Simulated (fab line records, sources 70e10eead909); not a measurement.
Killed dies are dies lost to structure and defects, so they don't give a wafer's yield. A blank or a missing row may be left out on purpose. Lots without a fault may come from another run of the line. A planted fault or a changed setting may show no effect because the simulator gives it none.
Which tool did it? | flow nand_harc | 21 lots, 63 wafers sampled, at 6 steps of a route of 1302

WHAT THE GAUGES READ, wafer by wafer
The record holds no reading of a measuring or inspecting step that can be judged against a usual standard deviation.

WHICH TOOL RAN EACH LOT (tool, then ch and the chambers of the sampled wafers, then the start)
lot  | NHARC_A_STAIRCASE_TRIM_224                    | NHARC_A_STAIRCASE_DESCUM_252       | NHARC_A_STAIRCASE_ETCH_292         | NHARC_A_STAIRCASE_ALD_420        | NHARC_A_STAIRCASE_DEP_151       | NHARC_A_STAIRCASE_DESCUM_443
L074 | rie_diel-01 ch 2,3, day 16 04:40 or earlier   | rie_diel-01 ch 1,2, day 16 04:40   | rie_diel-04 ch 1,2,3, day 17 01:53 | ald_hk-02 ch 0,1, day 17 15:02   | pecvd-01 ch 1,2, day 17 23:10   | rie_diel-04 ch 0,1, day 19 07:49
L076 | rie_diel-04 ch 2,3, day 17 04:08 or earlier   | rie_diel-04 ch 2,3, day 17 04:08   | rie_diel-04 ch 0,2,3, day 17 15:33 | ald_hk-04 ch 1,2, day 18 04:56   | pecvd-04 ch 0,1, day 18 13:07   | rie_diel-05 ch 0,3, day 19 17:49
L077 | rie_diel-04 ch 0,1,2, day 17 06:04 or earlier | rie_diel-04 ch 0,1,2, day 17 06:04 | rie_diel-01 ch 0,1,2, day 17 17:14 | ald_hk-04 ch 0,1,2, day 18 08:31 | pecvd-04 ch 0,1, day 18 16:26   | rie_diel-04 ch 0,1,3, day 19 17:34
L078 | rie_diel-01 ch 1,2,3, day 17 12:11 or earlier | rie_diel-04 ch 1,2,3, day 17 12:11 | rie_diel-04 ch 0,2,3, day 17 23:53 | ald_hk-04 ch 0,1,2, day 18 11:39 | pecvd-03 ch 0,1,2, day 18 19:49 | rie_diel-05 ch 0,1,2, day 20 01:30
L080 | rie_diel-01 ch 0,1,2, day 18 19:19 or earlier | rie_diel-01 ch 0,2,3, day 18 19:19 | rie_diel-01 ch 0,1, day 19 10:00   | ald_hk-02 ch 0,2,3, day 19 21:56 | pecvd-03 ch 1,2, day 20 05:46   | rie_diel-04 ch 2,3, day 21 08:31
L079 | rie_diel-01 ch 0,2,3, day 19 01:08 or earlier | rie_diel-04 ch 0,2,3, day 19 01:08 | rie_diel-01 ch 1,3, day 19 19:38   | ald_hk-04 ch 0,2,3, day 20 08:20 | pecvd-04 ch 0,1,2, day 20 17:22 | rie_diel-01 ch 0,3, day 21 16:31
L082 | rie_diel-01 ch 0,3, day 20 04:02 or earlier   | rie_diel-04 ch 0,2, day 20 04:02   | rie_diel-05 ch 0,2, day 20 17:08   | ald_hk-03 ch 0,1, day 21 05:23   | pecvd-03 ch 0,1, day 21 13:32   | rie_diel-01 ch 1,2, day 22 17:50
L083 | rie_diel-04 ch 2,3, day 20 04:15 or earlier   | rie_diel-01 ch 1,2, day 20 04:15   | rie_diel-04 ch 2,3, day 20 17:17   | ald_hk-03 ch 0,1,3, day 21 07:48 | pecvd-01 ch 0,1,2, day 21 13:44 | rie_diel-05 ch 1,2,3, day 22 17:42
L084 | rie_diel-05 ch 0,2,3, day 20 14:26 or earlier | rie_diel-05 ch 0,2,3, day 20 14:26 | rie_diel-05 ch 0,1,2, day 21 02:35 | ald_hk-04 ch 0,2,3, day 21 14:45 | pecvd-03 ch 0,1, day 21 22:42   | rie_diel-05 ch 0,1,3, day 23 00:26
L086 | rie_diel-05 ch 0,1, day 21 00:25 or earlier   | rie_diel-01 ch 0,3, day 21 00:25   | rie_diel-01 ch 0,1,3, day 21 10:16 | ald_hk-03 ch 0,1,3, day 21 22:19 | pecvd-03 ch 0,1,2, day 22 07:00 | rie_diel-05 ch 0,2,3, day 23 09:56
L088 | rie_diel-04 ch 0,1,3, day 21 22:48 or earlier | rie_diel-05 ch 0,1,2, day 21 22:48 | rie_diel-05 ch 1,2,3, day 22 14:13 | ald_hk-04 ch 0,1,3, day 23 12:34 | pecvd-03 ch 0,1,2, day 23 18:11 | rie_diel-05 ch 1,2, day 24 19:54
L087 | rie_diel-01 ch 2,3, day 22 00:26 or earlier   | rie_diel-01 ch 1,2,3, day 22 00:26 | rie_diel-04 ch 0,3, day 22 15:41   | ald_hk-04 ch 0,1,2, day 23 11:02 | pecvd-01 ch 0,1,2, day 23 18:05 | rie_diel-04 ch 1,3, day 24 19:35
L089 | rie_diel-01 ch 0,1,2, day 22 01:21 or earlier | rie_diel-05 ch 0,2,3, day 22 01:21 | rie_diel-05 ch 0,2,3, day 22 20:44 | ald_hk-04 ch 0,1,3, day 23 10:15 | pecvd-04 ch 0,2, day 23 18:17   | rie_diel-01 ch 2,3, day 24 19:26
L090 | rie_diel-01 ch 0,2,3, day 22 17:06 or earlier | rie_diel-01 ch 0,1, day 22 17:06   | rie_diel-05 ch 0,1,3, day 23 07:43 | ald_hk-02 ch 1,2,3, day 23 19:44 | pecvd-01 ch 1,2, day 24 03:58   | rie_diel-01 ch 0,1, day 25 08:01
L091 | rie_diel-04 ch 0,2, day 23 06:01 or earlier   | rie_diel-05 ch 0,1,2, day 23 06:01 | rie_diel-01 ch 0,2,3, day 23 22:03 | ald_hk-03 ch 0,1,2, day 24 10:46 | pecvd-04 ch 1,2, day 24 18:55   | rie_diel-01 ch 0,1, day 26 03:15
L093 | rie_diel-04 ch 1,2,3, day 23 22:56 or earlier | rie_diel-04 ch 0,1,2, day 23 22:56 | rie_diel-04 ch 1,2,3, day 24 12:44 | ald_hk-02 ch 2,3, day 25 05:41   | pecvd-04 ch 0,1,2, day 25 13:40 | rie_diel-05 ch 0,1,2, day 26 22:25
L092 | rie_diel-04 ch 2,3, day 24 03:33 or earlier   | rie_diel-04 ch 1,2,3, day 24 03:33 | rie_diel-01 ch 1,2,3, day 24 17:04 | ald_hk-04 ch 0,1,2, day 25 05:38 | pecvd-01 ch 0,1,2, day 25 13:40 | rie_diel-04 ch 0,1, day 26 22:29
L094 | rie_diel-05 ch 1,2, day 24 11:34 or earlier   | rie_diel-04 ch 1,2, day 24 11:34   | rie_diel-04 ch 0,1, day 24 23:22   | ald_hk-04 ch 0,3, day 25 12:21   | pecvd-01 ch 0,1, day 25 20:38   | rie_diel-01 ch 1,2,3, day 26 22:26
L095 | rie_diel-01 ch 0,2,3, day 25 10:26 or earlier | rie_diel-04 ch 0,2,3, day 25 10:26 | rie_diel-01 ch 0,2,3, day 26 01:06 | ald_hk-03 ch 0,2,3, day 26 21:24 | pecvd-04 ch 0,2, day 27 04:17   | rie_diel-01 ch 2,3, day 28 03:16
L096 | rie_diel-04 ch 1,2, day 25 13:41 or earlier   | rie_diel-04 ch 1,2,3, day 25 13:41 | rie_diel-04 ch 1,2,3, day 26 03:50 | ald_hk-03 ch 0,1,2, day 26 20:17 | pecvd-01 ch 1,2, day 27 04:16   | rie_diel-05 ch 0,1,2, day 28 03:06
L097 | rie_diel-05 ch 1,2,3, day 25 23:50 or earlier | rie_diel-04 ch 0,1,3, day 25 23:50 | rie_diel-05 ch 1,2,3, day 26 14:12 | ald_hk-02 ch 0,1,2, day 27 06:50 | pecvd-03 ch 0,1,2, day 27 15:56 | rie_diel-04 ch 2,3, day 28 15:08
- NHARC_A_STAIRCASE_TRIM_224: chemistry O2, time 211.2 s.
- NHARC_A_STAIRCASE_DESCUM_252: chemistry O2, time 3 s.
- NHARC_A_STAIRCASE_ETCH_292: etches the open film in CF4/CHF3.
- NHARC_A_STAIRCASE_ALD_420: deposits SiO2, target thk 20 nm, pulse time 6 s, ald cycles 200.
- NHARC_A_STAIRCASE_DEP_151: deposits SiO2, target thk 7200 nm.
- NHARC_A_STAIRCASE_DESCUM_443: chemistry O2, time 3 s.

WHAT THE TOOLS THEMSELVES READ (means of the sampled wafers that have a number; where no wafer has one, the mark that the record gives instead)
NHARC_A_STAIRCASE_TRIM_224.
lot  | tool        | drypump_motor_current_A (A) | mfc_ar_sccm (sccm) | oes_product_au (a.u.) | rf_vpp_V (V) | showerhead_plenum_p_Torr (Torr) | throttle_valve_pct (%)
L074 | rie_diel-01 | 6.2                         | 0.000              | 1.004                 | 57.7         | 3.48                            | 17.037
L076 | rie_diel-04 | 5.7                         | 0.013              | 0.995                 | 57.2         | 3.66                            | 17.034
L077 | rie_diel-04 | 5.4                         | 0.012              | 1.002                 | 58.0         | 3.50                            | 17.036
L078 | rie_diel-01 | 6.2                         | 0.000              | 1.009                 | 57.7         | 3.49                            | 17.040
L080 | rie_diel-01 | 6.3                         | 0.001              | 1.008                 | 57.5         | 3.43                            | 17.035
L079 | rie_diel-01 | 6.4                         | 0.001              | 0.996                 | 57.1         | 3.43                            | 17.043
L082 | rie_diel-01 | 6.6                         | 0.002              | 1.007                 | 57.5         | 3.37                            | 17.030
L083 | rie_diel-04 | 6.1                         | 0.010              | 0.979                 | 58.0         | 3.72                            | 17.035
L084 | rie_diel-05 | 5.6                         | 0.011              | 0.996                 | 57.1         | 3.41                            | 17.028
L086 | rie_diel-05 | 5.3                         | 0.021              | 0.999                 | 58.8         | 3.51                            | 17.049
L088 | rie_diel-04 | 5.9                         | 0.009              | 0.999                 | 57.7         | 3.55                            | 17.030
L087 | rie_diel-01 | 6.3                         | 0.000              | 1.005                 | 57.6         | 3.47                            | 17.041
L089 | rie_diel-01 | 6.3                         | 0.001              | 1.010                 | 57.0         | 3.42                            | 17.037
L090 | rie_diel-01 | 6.4                         | 0.001              | 1.005                 | 57.4         | 3.41                            | 17.033
L091 | rie_diel-04 | 5.3                         | 0.018              | 1.005                 | 58.1         | 3.52                            | 17.045
L093 | rie_diel-04 | 5.8                         | 0.008              | 1.003                 | 58.1         | 3.59                            | 17.038
L092 | rie_diel-04 | 5.7                         | 0.013              | 1.002                 | 56.7         | 3.63                            | 17.041
L094 | rie_diel-05 | 5.2                         | 0.033              | 0.990                 | 56.7         | 3.48                            | 17.038
L095 | rie_diel-01 | 6.4                         | 0.001              | 0.998                 | 57.1         | 3.40                            | 17.034
L096 | rie_diel-04 | 5.5                         | 0.006              | 1.008                 | 57.7         | 3.46                            | 17.032
L097 | rie_diel-05 | 5.3                         | 0.022              | 0.992                 | 57.6         | 3.65                            | 17.039

NHARC_A_STAIRCASE_DESCUM_252.
lot  | tool        | drypump_motor_current_A (A) | mfc_ar_sccm (sccm) | oes_product_au (a.u.) | rf_vpp_V (V) | showerhead_plenum_p_Torr (Torr) | throttle_valve_pct (%)
L074 | rie_diel-01 | 6.1                         | 0.000              | 0.994                 | 57.9         | 1.89                            | 11.309
L076 | rie_diel-04 | 5.7                         | 0.013              | 1.002                 | 57.1         | 1.99                            | 11.319
L077 | rie_diel-04 | 5.5                         | 0.012              | 1.002                 | 58.1         | 1.90                            | 11.318
L078 | rie_diel-04 | 5.8                         | 0.008              | 0.992                 | 58.1         | 1.96                            | 11.311
L080 | rie_diel-01 | 6.4                         | 0.001              | 1.004                 | 57.6         | 1.86                            | 11.317
L079 | rie_diel-04 | 5.7                         | 0.014              | 0.981                 | 58.7         | 1.96                            | 11.307
L082 | rie_diel-04 | 5.3                         | 0.018              | 0.997                 | 57.7         | 1.92                            | 11.315
L083 | rie_diel-01 | 6.2                         | 0.000              | 1.013                 | 58.0         | 1.88                            | 11.311
L084 | rie_diel-05 | 5.7                         | 0.011              | 0.995                 | 57.7         | 1.84                            | 11.317
L086 | rie_diel-01 | 6.5                         | 0.001              | 1.010                 | 57.8         | 1.85                            | 11.307
L088 | rie_diel-05 | 5.5                         | 0.022              | 0.997                 | 58.0         | 1.84                            | 11.308
L087 | rie_diel-01 | 6.2                         | 0.000              | 1.013                 | 57.4         | 1.88                            | 11.316
L089 | rie_diel-05 | 5.6                         | 0.011              | 0.995                 | 57.9         | 1.84                            | 11.315
L090 | rie_diel-01 | 6.5                         | 0.002              | 1.016                 | 56.9         | 1.82                            | 11.302
L091 | rie_diel-05 | 5.5                         | 0.022              | 0.994                 | 56.8         | 1.84                            | 11.303
L093 | rie_diel-04 | 5.4                         | 0.012              | 1.011                 | 58.1         | 1.88                            | 11.312
L092 | rie_diel-04 | 5.8                         | 0.008              | 1.007                 | 58.3         | 1.95                            | 11.311
L094 | rie_diel-04 | 5.4                         | 0.011              | 1.002                 | 57.1         | 1.90                            | 11.317
L095 | rie_diel-04 | 5.7                         | 0.014              | 1.005                 | 58.9         | 1.95                            | 11.315
L096 | rie_diel-04 | 5.8                         | 0.008              | 1.005                 | 58.0         | 1.94                            | 11.316
L097 | rie_diel-04 | 5.9                         | 0.009              | 1.001                 | 58.4         | 1.92                            | 11.309

NHARC_A_STAIRCASE_ETCH_292.
lot  | tool        | bias_w (W) | drypump_motor_current_A (A) | mfc_ar_sccm (sccm) | oes_product_au (a.u.) | rf_vpp_V (V) | showerhead_plenum_p_Torr (Torr) | throttle_valve_pct (%)
L074 | rie_diel-04 | 200.3      | 5.8                         | 0.008              | 0.937                 | 371.1        | 1.61                            | 16.789
L076 | rie_diel-04 | 199.7      | 5.7                         | 0.014              | 0.926                 | 371.4        | 1.62                            | 16.800
L077 | rie_diel-01 | 200.1      | 6.3                         | 0.001              | 0.982                 | 369.5        | 1.53                            | 16.809
L078 | rie_diel-04 | 200.2      | 5.8                         | 0.014              | 0.966                 | 371.8        | 1.61                            | 16.800
L080 | rie_diel-01 | 199.4      | 6.5                         | 0.002              | 0.918                 | 368.5        | 1.51                            | 16.802
L079 | rie_diel-01 | 199.4      | 6.2                         | 0.000              | 0.918                 | 370.3        | 1.56                            | 16.807
L082 | rie_diel-05 | 199.9      | 5.9                         | 0.011              | 0.924                 | 367.1        | 1.48                            | 16.794
L083 | rie_diel-04 | 200.9      | 6.2                         | 0.010              | 0.910                 | 373.5        | 1.66                            | 16.805
L084 | rie_diel-05 | 199.2      | 5.5                         | 0.022              | 0.969                 | 369.0        | 1.52                            | 16.807
L086 | rie_diel-01 | 200.0      | 6.4                         | 0.001              | 0.931                 | 369.4        | 1.53                            | 16.797
L088 | rie_diel-05 | 200.1      | 5.3                         | 0.022              | 0.920                 | 369.8        | 1.55                            | 16.802
L087 | rie_diel-04 | 200.3      | 6.2                         | 0.011              | 0.913                 | 372.6        | 1.64                            | 16.814
L089 | rie_diel-05 | 200.1      | 5.6                         | 0.011              | 0.935                 | 369.0        | 1.51                            | 16.800
L090 | rie_diel-05 | 200.0      | 5.3                         | 0.011              | 0.916                 | 369.9        | 1.56                            | 16.800
L091 | rie_diel-01 | 200.0      | 6.4                         | 0.001              | 0.942                 | 369.3        | 1.52                            | 16.805
L093 | rie_diel-04 | 200.5      | 5.8                         | 0.008              | 0.925                 | 371.8        | 1.60                            | 16.802
L092 | rie_diel-01 | 200.3      | 6.2                         | 0.000              | 0.958                 | 368.5        | 1.55                            | 16.806
L094 | rie_diel-04 | 200.3      | 5.5                         | 0.013              | 0.930                 | 368.8        | 1.53                            | 16.800
L095 | rie_diel-01 | 200.5      | 6.4                         | 0.001              | 0.920                 | 369.4        | 1.51                            | 16.804
L096 | rie_diel-04 | 199.6      | 5.8                         | 0.008              | 0.933                 | 372.1        | 1.59                            | 16.799
L097 | rie_diel-05 | 199.4      | 5.3                         | 0.022              | 0.962                 | 371.6        | 1.63                            | 16.806

NHARC_A_STAIRCASE_ALD_420.
lot  | tool      | heater_power_w (W) | precursor_pulse_height_rel
L074 | ald_hk-02 | 502                | 1.028
L076 | ald_hk-04 | 465                | 1.015
L077 | ald_hk-04 | 477                | 1.004
L078 | ald_hk-04 | 481                | 1.007
L080 | ald_hk-02 | 501                | 0.996
L079 | ald_hk-04 | 481                | 1.017
L082 | ald_hk-03 | 452                | 0.996
L083 | ald_hk-03 | 450                | 0.995
L084 | ald_hk-04 | 484                | 0.985
L086 | ald_hk-03 | 448                | 1.004
L088 | ald_hk-04 | 461                | 1.026
L087 | ald_hk-04 | 469                | 0.991
L089 | ald_hk-04 | 461                | 0.988
L090 | ald_hk-02 | 476                | 1.004
L091 | ald_hk-03 | 483                | 1.003
L093 | ald_hk-02 | 480                | 1.011
L092 | ald_hk-04 | 470                | 1.008
L094 | ald_hk-04 | 481                | 1.024
L095 | ald_hk-03 | 442                | 0.988
L096 | ald_hk-03 | 461                | 0.990
L097 | ald_hk-02 | 490                | 1.022

NHARC_A_STAIRCASE_DEP_151.
lot  | tool     | heater_power_w (W)
L074 | pecvd-01 | 627
L076 | pecvd-04 | 670
L077 | pecvd-04 | 694
L078 | pecvd-03 | 586
L080 | pecvd-03 | 498
L079 | pecvd-04 | 706
L082 | pecvd-03 | 536
L083 | pecvd-01 | 587
L084 | pecvd-03 | 506
L086 | pecvd-03 | 512
L088 | pecvd-03 | 544
L087 | pecvd-01 | 657
L089 | pecvd-04 | 684
L090 | pecvd-01 | 689
L091 | pecvd-04 | 710
L093 | pecvd-04 | 675
L092 | pecvd-01 | 619
L094 | pecvd-01 | 595
L095 | pecvd-04 | 659
L096 | pecvd-01 | 701
L097 | pecvd-03 | 539

NHARC_A_STAIRCASE_DESCUM_443.
lot  | tool        | drypump_motor_current_A (A) | mfc_ar_sccm (sccm) | oes_product_au (a.u.) | rf_vpp_V (V) | showerhead_plenum_p_Torr (Torr) | throttle_valve_pct (%)
L074 | rie_diel-04 | 5.5                         | 0.013              | 0.994                 | 57.6         | 1.87                            | 11.305
L076 | rie_diel-05 | 5.5                         | 0.000              | 0.995                 | 56.8         | 1.91                            | 11.310
L077 | rie_diel-04 | 5.9                         | 0.009              | 0.992                 | 57.3         | 1.93                            | 11.309
L078 | rie_diel-05 | 5.5                         | 0.022              | 0.993                 | 58.0         | 1.84                            | 11.316
L080 | rie_diel-04 | 5.7                         | 0.013              | 0.996                 | 58.2         | 1.98                            | 11.311
L079 | rie_diel-01 | 6.4                         | 0.001              | 0.998                 | 57.0         | 1.85                            | 11.312
L082 | rie_diel-01 | 6.1                         | 0.000              | 1.013                 | 57.2         | 1.88                            | 11.315
L083 | rie_diel-05 | 5.3                         | 0.022              | 0.998                 | 57.2         | 1.89                            | 11.313
L084 | rie_diel-05 | 5.4                         | 0.011              | 0.988                 | 58.4         | 1.90                            | 11.317
L086 | rie_diel-05 | 5.6                         | 0.011              | 0.994                 | 57.4         | 1.84                            | 11.306
L088 | rie_diel-05 | 5.2                         | 0.033              | 0.997                 | 57.8         | 1.88                            | 11.310
L087 | rie_diel-04 | 5.9                         | 0.002              | 1.006                 | 59.0         | 1.92                            | 11.317
L089 | rie_diel-01 | 6.2                         | 0.000              | 0.992                 | 58.1         | 1.87                            | 11.310
L090 | rie_diel-01 | 6.3                         | 0.001              | 1.000                 | 57.7         | 1.85                            | 11.316
L091 | rie_diel-01 | 6.5                         | 0.002              | 0.993                 | 57.8         | 1.81                            | 11.310
L093 | rie_diel-05 | 5.5                         | 0.022              | 0.989                 | 58.7         | 1.93                            | 11.306
L092 | rie_diel-04 | 5.6                         | 0.007              | 1.003                 | 57.2         | 1.85                            | 11.309
L094 | rie_diel-01 | 6.2                         | 0.000              | 1.004                 | 56.8         | 1.87                            | 11.308
L095 | rie_diel-01 | 6.3                         | 0.000              | 0.994                 | 57.6         | 1.87                            | 11.314
L096 | rie_diel-05 | 5.5                         | 0.022              | 1.000                 | 57.9         | 1.93                            | 11.317
L097 | rie_diel-04 | 6.1                         | 0.010              | 1.004                 | 58.1         | 2.00                            | 11.310

THE ANSWER, worked out from the rows above alone
Rule: what is usual is taken from the lots themselves. Put in order of their means at a reading, lots are off if they are a third of the lots or fewer, leave a main group of 4 or more, and stand apart from it by a gap of 3 or more times the standard deviation of the main group's means; of several such gaps the widest counts. A main group whose means are all the same, to the digits that the tables above print for the reading, isn't used. A lot without any number at a reading at which 4 lots or more have one is off too. The other lots that the step has rows for count as sound. The gauges are gone through in route order, then the tools' own readings, and for those a lot's mean is taken as printed above. The first step at which some lot is off is used, and at that step the reading that is off furthest; a lot without a number counts as furthest.
No lot is off at any reading shown: from this, nothing can be told.

WHAT THE SIMULATOR HAD PUT IN
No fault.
